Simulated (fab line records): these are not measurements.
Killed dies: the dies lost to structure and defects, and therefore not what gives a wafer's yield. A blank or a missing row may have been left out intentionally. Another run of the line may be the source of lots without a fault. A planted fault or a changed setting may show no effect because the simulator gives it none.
Matching of chambers | flow nand_harc | NHARC_A_CONTACT_ALD_18 on ald_metal-02 has 4 sister chambers
The step deposits TiN, target thk 3 nm, pulse time 1 s, ald cycles 150. 4 wafers are shown with their chamber, then 10 later ones without.

== WAFERS WITH THEIR CHAMBER ==
wafer  | chamber | heater_power_w (W)
L079.3 | 0       | 1043
L086.6 | 2       | 1267
L092.1 | 1       | 1051
L092.2 | 3       | 996

== WAFERS MISSING THEIR CHAMBER ==
wafer  | heater_power_w (W)
L092.4 | 1268
L093.3 | 1058
L093.5 | 1258
L093.6 | 1035
L096.2 | 1011
L096.3 | 1047
L096.6 | 1093
L095.1 | 1262
L095.2 | 1000
L095.5 | 1010

== EACH ONE'S CHAMBER ==
wafer  | from the rows above          | in truth
L092.4 | 2                            | 2
L093.3 | can't be placed: 1 or 0      | 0
L093.5 | 2                            | 2
L093.6 | can't be placed: 0 or 1 or 3 | 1
L096.2 | can't be placed: 3 or 0 or 1 | 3
L096.3 | can't be placed: 0 or 1      | 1
L096.6 | can't be placed: 1 or 0      | 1
L095.1 | 2                            | 2
L095.2 | 3                            | 3
L095.5 | can't be placed: 3 or 0 or 1 | 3
Correct placement for 4 of the 10. Unplaceable from these rows: 6, with the true chamber sitting among the candidates in 6. Placed wrongly: 0.
How it was worked out, from the rows above alone: a wafer's distance from a chamber is the root of the sum, over the readings, of the square of ((its reading less the chamber's mean) divided by the reading's scatter). The wafer belongs to the nearest chamber; if the next one is less than 2 further off, it can't be placed. For every chamber, the mean is computed from those of its wafers that are shown. The scatter: root of mean squared gap, hidden wafer to nearest shown wafer, with one shown wafer a chamber.
